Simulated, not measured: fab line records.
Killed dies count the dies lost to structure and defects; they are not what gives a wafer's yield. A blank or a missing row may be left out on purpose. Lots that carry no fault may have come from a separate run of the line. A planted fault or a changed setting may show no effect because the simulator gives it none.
The tool behind it: which one? || flow nand harc || Sampling: 12 lots, 36 wafers, 5 of 1302 route steps

== WHAT THE GAUGES READ, wafer by wafer ==
NHARC_A_ZERO_WELL_INSPECT_17. Usual: raw defect count at 9, with a standard deviation of 4.7.
{"lot": "L366", "measured": "day 6 23:06", "on": "defect inspect-02", "raw defect count": "8 6 5", "flag": ""}
{"lot": "L368", "measured": "day 7 17:11", "on": "defect inspect-01", "raw defect count": "5 3 13", "flag": ""}
{"lot": "L369", "measured": "day 8 07:37", "on": "defect inspect-02", "raw defect count": "14 5 8", "flag": ""}
{"lot": "L370", "measured": "day 8 14:16", "on": "defect inspect-01", "raw defect count": "10 13 19", "flag": ""}
{"lot": "L371", "measured": "day 9 04:10", "on": "defect inspect-02", "raw defect count": "4 7 19", "flag": ""}
{"lot": "L372", "measured": "day 9 06:00", "on": "defect inspect-02", "raw defect count": "7 14 13", "flag": ""}
{"lot": "L378", "measured": "day 12 01:50", "on": "defect inspect-02", "raw defect count": "10 12 11", "flag": ""}
{"lot": "L379", "measured": "day 12 20:43", "on": "defect inspect-01", "raw defect count": "4 7 8", "flag": ""}
{"lot": "L382", "measured": "day 13 08:48", "on": "defect inspect-01", "raw defect count": "19 13 15", "flag": ""}
{"lot": "L385", "measured": "day 14 20:06", "on": "defect inspect-02", "raw defect count": "20 7 4", "flag": ""}
{"lot": "L386", "measured": "day 15 06:53", "on": "defect inspect-02", "raw defect count": "6 6 8", "flag": ""}
{"lot": "L389", "measured": "day 16 14:02", "on": "defect inspect-02", "raw defect count": "8 8 8", "flag": ""}

NHARC_END_SORT_01. Usual: killed at array 57, standard deviation 21; killed at other 0.9, standard deviation 1.2; killed at periphery 4.2, standard deviation 2.9; killed dies 62, standard deviation 21; killed open 3.2, standard deviation 1.8; killed short 2.4, standard deviation 1.5.
{"lot": "L379", "measured": "day 30 01:35", "on": "prober-01", "killed at array": "23 23 27", "killed at other": "0 0 0", "killed at periphery": "1 4 2", "killed dies": "24 27 29", "killed open": "1 4 7", "killed short": "0 0 1", "flag": ""}

== EACH LOT AND THE TOOL THAT RAN IT (in order: tool; ch and the chambers of the sampled wafers; start) ==
{"lot": "L366", "NHARC_P_BONDPAD_DESCUM_11": "rie diel-08 ch 1,2, day 6 17:44", "NHARC_P_BONDPAD_CMP_19": "cmp-01 ch 0,1,3, day 6 19:49", "NHARC_A_ZERO_WELL_EXPOSE_07": "krf scanner-04 ch 0, day 6 21:27"}
{"lot": "L368", "NHARC_P_BONDPAD_DESCUM_11": "rie diel-11 ch 0,1, day 7 11:50", "NHARC_P_BONDPAD_CMP_19": "cmp-01 ch 1,3, day 7 13:51", "NHARC_A_ZERO_WELL_EXPOSE_07": "krf scanner-02 ch 0, day 7 15:35"}
{"lot": "L369", "NHARC_P_BONDPAD_DESCUM_11": "rie diel-08 ch 1,2, day 8 02:16", "NHARC_P_BONDPAD_CMP_19": "cmp-04 ch 0,1,3, day 8 04:16", "NHARC_A_ZERO_WELL_EXPOSE_07": "krf scanner-04 ch 0, day 8 05:59"}
{"lot": "L370", "NHARC_P_BONDPAD_DESCUM_11": "rie diel-09 ch 0,1, day 8 08:31", "NHARC_P_BONDPAD_CMP_19": "cmp-03 ch 0,2, day 8 10:57", "NHARC_A_ZERO_WELL_EXPOSE_07": "krf scanner-02 ch 0, day 8 12:39"}
{"lot": "L371", "NHARC_P_BONDPAD_DESCUM_11": "rie diel-11 ch 0,1,2, day 8 22:50", "NHARC_P_BONDPAD_CMP_19": "cmp-04 ch 1,2, day 9 00:51", "NHARC_A_ZERO_WELL_EXPOSE_07": "krf scanner-04 ch 0, day 9 02:34"}
{"lot": "L372", "NHARC_P_BONDPAD_DESCUM_11": "rie diel-11 ch 0,1, day 9 00:41", "NHARC_P_BONDPAD_CMP_19": "cmp-04 ch 0,1,2, day 9 02:46", "NHARC_A_ZERO_WELL_EXPOSE_07": "krf scanner-03 ch 0, day 9 04:23"}
{"lot": "L378", "NHARC_P_BONDPAD_DESCUM_11": "rie diel-09 ch 1,2, day 11 20:23", "NHARC_P_BONDPAD_CMP_19": "cmp-04 ch 0,3, day 11 22:31", "NHARC_A_ZERO_WELL_EXPOSE_07": "krf scanner-04 ch 0, day 12 00:13"}
{"lot": "L379", "NHARC_P_BONDPAD_DESCUM_11": "rie diel-11 ch 1,3, day 12 15:17", "NHARC_P_BONDPAD_CMP_19": "cmp-03 ch 0,3, day 12 17:23", "NHARC_A_ZERO_WELL_EXPOSE_07": "krf scanner-04 ch 0, day 12 19:04"}
{"lot": "L382", "NHARC_P_BONDPAD_DESCUM_11": "rie diel-11 ch 0,3, day 13 03:27", "NHARC_P_BONDPAD_CMP_19": "cmp-03 ch 0,1,3, day 13 05:29", "NHARC_A_ZERO_WELL_EXPOSE_07": "krf scanner-02 ch 0, day 13 07:11"}
{"lot": "L385", "NHARC_P_BONDPAD_DESCUM_11": "rie diel-11 ch 0,2, day 14 14:47", "NHARC_P_BONDPAD_CMP_19": "cmp-04 ch 0,1,2, day 14 16:49", "NHARC_A_ZERO_WELL_EXPOSE_07": "krf scanner-02 ch 0, day 14 18:30"}
{"lot": "L386", "NHARC_P_BONDPAD_DESCUM_11": "rie diel-08 ch 0,1, day 15 01:34", "NHARC_P_BONDPAD_CMP_19": "cmp-04 ch 0,1,2, day 15 03:38", "NHARC_A_ZERO_WELL_EXPOSE_07": "krf scanner-03 ch 0, day 15 05:17"}
{"lot": "L389", "NHARC_P_BONDPAD_DESCUM_11": "rie diel-11 ch 0,2, day 16 08:32", "NHARC_P_BONDPAD_CMP_19": "cmp-04 ch 0,2, day 16 10:38", "NHARC_A_ZERO_WELL_EXPOSE_07": "krf scanner-03 ch 0, day 16 12:20"}
- NHARC_P_BONDPAD_DESCUM_11: chemistry O2, time 3 s.
- NHARC_P_BONDPAD_CMP_19: polishes, t overpolish 30 s, cu recess touch 16 s, target thk 160.81 nm.
- NHARC_A_ZERO_WELL_EXPOSE_07: exposes mask A ZERO.

== AS READ BY THE TOOLS THEMSELVES (means over the sampled wafers that have a number; for cases with no such wafer, the mark the record gives instead) ==
NHARC_P_BONDPAD_DESCUM_11. Usual: drypump motor current A 5.7 A, standard deviation 0.54; oes product au 0.999 a.u., standard deviation 0.012; rf vpp V 57.7 V, standard deviation 0.91; showerhead plenum p Torr 1.88 Torr, standard deviation 0.084; throttle valve pct 11.312 %, standard deviation 0.0085.
{"lot": "L366", "tool": "rie diel-08", "drypump motor current A (A)": 5.3, "oes product au (a.u.)": 1.010, "rf vpp V (V)": 57.9, "showerhead plenum p Torr (Torr)": 1.84, "throttle valve pct (%)": 11.311, "flag": ""}
{"lot": "L368", "tool": "rie diel-11", "drypump motor current A (A)": 6.2, "oes product au (a.u.)": 0.987, "rf vpp V (V)": 58.6, "showerhead plenum p Torr (Torr)": 1.99, "throttle valve pct (%)": 11.317, "flag": ""}
{"lot": "L369", "tool": "rie diel-08", "drypump motor current A (A)": 5.2, "oes product au (a.u.)": 1.002, "rf vpp V (V)": 57.6, "showerhead plenum p Torr (Torr)": 1.86, "throttle valve pct (%)": 11.317, "flag": ""}
{"lot": "L370", "tool": "rie diel-09", "drypump motor current A (A)": 5.7, "oes product au (a.u.)": 0.994, "rf vpp V (V)": 57.7, "showerhead plenum p Torr (Torr)": 1.82, "throttle valve pct (%)": 11.313, "flag": ""}
{"lot": "L371", "tool": "rie diel-11", "drypump motor current A (A)": 5.8, "oes product au (a.u.)": 0.990, "rf vpp V (V)": 57.5, "showerhead plenum p Torr (Torr)": 1.91, "throttle valve pct (%)": 11.309, "flag": ""}
{"lot": "L372", "tool": "rie diel-11", "drypump motor current A (A)": 6.0, "oes product au (a.u.)": 0.989, "rf vpp V (V)": 58.4, "showerhead plenum p Torr (Torr)": 1.93, "throttle valve pct (%)": 11.321, "flag": ""}
{"lot": "L378", "tool": "rie diel-09", "drypump motor current A (A)": 5.3, "oes product au (a.u.)": 1.006, "rf vpp V (V)": 57.8, "showerhead plenum p Torr (Torr)": 1.83, "throttle valve pct (%)": 11.313, "flag": ""}
{"lot": "L379", "tool": "rie diel-11", "drypump motor current A (A)": 6.4, "oes product au (a.u.)": 0.997, "rf vpp V (V)": 57.9, "showerhead plenum p Torr (Torr)": 1.99, "throttle valve pct (%)": 11.306, "flag": ""}
{"lot": "L382", "tool": "rie diel-11", "drypump motor current A (A)": 6.0, "oes product au (a.u.)": 1.013, "rf vpp V (V)": 57.8, "showerhead plenum p Torr (Torr)": 1.86, "throttle valve pct (%)": 11.308, "flag": ""}
{"lot": "L385", "tool": "rie diel-11", "drypump motor current A (A)": 5.4, "oes product au (a.u.)": 0.996, "rf vpp V (V)": 57.0, "showerhead plenum p Torr (Torr)": 1.82, "throttle valve pct (%)": 11.316, "flag": ""}
{"lot": "L386", "tool": "rie diel-08", "drypump motor current A (A)": 5.2, "oes product au (a.u.)": 1.019, "rf vpp V (V)": 58.4, "showerhead plenum p Torr (Torr)": 1.88, "throttle valve pct (%)": 11.316, "flag": ""}
{"lot": "L389", "tool": "rie diel-11", "drypump motor current A (A)": 5.4, "oes product au (a.u.)": 0.992, "rf vpp V (V)": 56.2, "showerhead plenum p Torr (Torr)": 1.82, "throttle valve pct (%)": 11.308, "flag": ""}

NHARC_P_BONDPAD_CMP_19. Usual: motor current A 12.1 A, standard deviation 1.5; overpolish run s 30.000 s, standard deviation 0.0085; pad life wafers 210, standard deviation 120; slurry filter dp kPa 13.49 kPa, standard deviation 0.14.
{"lot": "L366", "tool": "cmp-01", "motor current A (A)": 12.0, "overpolish run s (s)": 30.004, "pad life wafers": 338, "slurry filter dp kPa (kPa)": 13.56, "flag": ""}
{"lot": "L368", "tool": "cmp-01", "motor current A (A)": 12.0, "overpolish run s (s)": 29.991, "pad life wafers": 43, "slurry filter dp kPa (kPa)": 13.56, "flag": ""}
{"lot": "L369", "tool": "cmp-04", "motor current A (A)": 13.2, "overpolish run s (s)": 29.995, "pad life wafers": 248, "slurry filter dp kPa (kPa)": 13.42, "flag": ""}
{"lot": "L370", "tool": "cmp-03", "motor current A (A)": 10.4, "overpolish run s (s)": 29.998, "pad life wafers": 67, "slurry filter dp kPa (kPa)": 13.43, "flag": ""}
{"lot": "L371", "tool": "cmp-04", "motor current A (A)": 11.7, "overpolish run s (s)": 30.003, "pad life wafers": 330, "slurry filter dp kPa (kPa)": 13.43, "flag": ""}
{"lot": "L372", "tool": "cmp-04", "motor current A (A)": 13.1, "overpolish run s (s)": 30.000, "pad life wafers": 338, "slurry filter dp kPa (kPa)": 13.50, "flag": ""}
{"lot": "L378", "tool": "cmp-04", "motor current A (A)": 12.7, "overpolish run s (s)": 29.997, "pad life wafers": 248, "slurry filter dp kPa (kPa)": 13.48, "flag": ""}
{"lot": "L379", "tool": "cmp-03", "motor current A (A)": 11.7, "overpolish run s (s)": 29.998, "pad life wafers": 80, "slurry filter dp kPa (kPa)": 13.56, "flag": ""}
{"lot": "L382", "tool": "cmp-03", "motor current A (A)": 11.4, "overpolish run s (s)": 30.006, "pad life wafers": 146, "slurry filter dp kPa (kPa)": 13.61, "flag": ""}
{"lot": "L385", "tool": "cmp-04", "motor current A (A)": 13.7, "overpolish run s (s)": 30.003, "pad life wafers": 62, "slurry filter dp kPa (kPa)": 13.44, "flag": ""}
{"lot": "L386", "tool": "cmp-04", "motor current A (A)": 12.7, "overpolish run s (s)": 29.994, "pad life wafers": 110, "slurry filter dp kPa (kPa)": 13.44, "flag": ""}
{"lot": "L389", "tool": "cmp-04", "motor current A (A)": 13.6, "overpolish run s (s)": 29.988, "pad life wafers": 241, "slurry filter dp kPa (kPa)": 13.56, "flag": ""}

NHARC_A_ZERO_WELL_EXPOSE_07. Usual: exposure dose mJ cm2 33.82, standard deviation 0.033; stage vel mm s 500.01 mm/s, standard deviation 0.3.
{"lot": "L366", "tool": "krf scanner-04", "exposure dose mJ cm2": 33.88, "stage vel mm s (mm/s)": 500.10, "flag": ""}
{"lot": "L368", "tool": "krf scanner-02", "exposure dose mJ cm2": 33.79, "stage vel mm s (mm/s)": 499.72, "flag": ""}
{"lot": "L369", "tool": "krf scanner-04", "exposure dose mJ cm2": 33.83, "stage vel mm s (mm/s)": 500.05, "flag": ""}
{"lot": "L370", "tool": "krf scanner-02", "exposure dose mJ cm2": 33.85, "stage vel mm s (mm/s)": 499.63, "flag": ""}
{"lot": "L371", "tool": "krf scanner-04", "exposure dose mJ cm2": 33.87, "stage vel mm s (mm/s)": 499.97, "flag": ""}
{"lot": "L372", "tool": "krf scanner-03", "exposure dose mJ cm2": 33.81, "stage vel mm s (mm/s)": 500.13, "flag": ""}
{"lot": "L378", "tool": "krf scanner-04", "exposure dose mJ cm2": 26.03, "stage vel mm s (mm/s)": 500.10, "flag": "OFF"}
{"lot": "L379", "tool": "krf scanner-04", "exposure dose mJ cm2": 27.58, "stage vel mm s (mm/s)": 500.18, "flag": "OFF"}
{"lot": "L382", "tool": "krf scanner-02", "exposure dose mJ cm2": 33.83, "stage vel mm s (mm/s)": 500.00, "flag": ""}
{"lot": "L385", "tool": "krf scanner-02", "exposure dose mJ cm2": 33.82, "stage vel mm s (mm/s)": 500.34, "flag": ""}
{"lot": "L386", "tool": "krf scanner-03", "exposure dose mJ cm2": 33.79, "stage vel mm s (mm/s)": 500.56, "flag": ""}
{"lot": "L389", "tool": "krf scanner-03", "exposure dose mJ cm2": 33.75, "stage vel mm s (mm/s)": 499.59, "flag": ""}

== THE ANSWER, worked out from the rows above alone ==
Rule: lot off if the mean of its wafers having a number is beyond 3 standard deviations from the usual mean. Also off: a lot with no number at a reading for which 4 or more lots have one. All remaining lots with rows at the step are treated as sound. The gauges are gone through in route order, then the tools' own readings, and for those a lot's mean is taken as printed above. The first step at which some lot is off is used, and at that step the reading that is off furthest; a lot without a number counts as furthest.
Off: L378, L379 (NHARC_A_ZERO_WELL_EXPOSE_07, exposure dose mJ cm2).
A tool fits if, at that step or a process step before it, it ran every lot that is off, and no sound lot after the first of them. One fits: krf scanner-04 at NHARC_A_ZERO_WELL_EXPOSE_07. A fault onset in the window from L371 (day 9 02:34, its last sound lot) to L378 (day 12 00:13, its first lot off) fits.
The tool's own readings at NHARC_A_ZERO_WELL_EXPOSE_07 bear it out: on the lots that are off they differ by more than 5 times the standard deviation of the sound lots' means. exposure dose mJ cm2 reads 26.80 there against 33.82 on the sound lots.

== WHAT THE SIMULATOR HAD INSERTED ==
Process parameter drift: krf scanner-04, from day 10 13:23 on, at NHARC_A_ZERO_WELL_EXPOSE_07. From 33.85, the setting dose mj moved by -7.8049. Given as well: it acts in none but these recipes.
Lots struck among those shown: L378, L379. The rule above reached the same finding.
